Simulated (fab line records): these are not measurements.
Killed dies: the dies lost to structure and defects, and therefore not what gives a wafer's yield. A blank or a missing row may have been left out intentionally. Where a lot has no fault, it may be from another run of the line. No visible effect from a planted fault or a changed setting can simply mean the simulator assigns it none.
Chamber matching + flow n5 finfet + N5_BEOL_M2_STRIP_36 on rie diel-05: 4 sister chambers
The step strips in N2/H2. 4 wafers are shown with their chamber, then 10 later ones without.

== WAFERS PAIRED WITH THEIR CHAMBERS ==
| wafer  | chamber | drypump motor current A (A) |
|--------|---------|-----------------------------|
| L084.4 | 3       | 5.5                         |
| L084.6 | 2       | 4.9                         |
| L086.2 | 1       | 6.2                         |
| L086.3 | 0       | 5.5                         |

== WAFERS WHOSE CHAMBER IS MISSING ==
| wafer  | drypump motor current A (A) |
|--------|-----------------------------|
| L086.5 | 5.5                         |
| L087.3 | 5.5                         |
| L087.4 | 5.5                         |
| L087.5 | 5.5                         |
| L092.1 | 6.2                         |
| L092.3 | 5.5                         |
| L092.4 | 5.4                         |
| L094.1 | 5.5                         |
| L094.2 | 4.9                         |
| L094.3 | 6.2                         |

== CHAMBER TAKEN BY EACH ==
| wafer  | from the rows above     | in truth |
|--------|-------------------------|----------|
| L086.5 | can't be placed: 0 or 3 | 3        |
| L087.3 | can't be placed: 0 or 3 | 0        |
| L087.4 | can't be placed: 0 or 3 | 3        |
| L087.5 | can't be placed: 0 or 3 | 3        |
| L092.1 | 1                       | 1        |
| L092.3 | can't be placed: 0 or 3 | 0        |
| L092.4 | can't be placed: 0 or 3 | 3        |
| L094.1 | can't be placed: 0 or 3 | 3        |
| L094.2 | 2                       | 2        |
| L094.3 | 1                       | 1        |
Placed correctly: 3 of 10. Not placeable from these rows: 7 (in 7, the candidates include the true chamber). Placed wrongly: 0.
How it was worked out, from the rows above alone: a wafer's distance from a chamber is the root of the sum, over the readings, of the square of ((its reading less the chamber's mean) divided by the reading's scatter). If the next closest chamber is less than 2 further off than the closest, the wafer can't be placed; otherwise it belongs to the closest. The mean given for a chamber averages the wafers shown for that chamber. The scatter: root of mean squared gap, hidden wafer to nearest shown wafer, with one shown wafer a chamber.
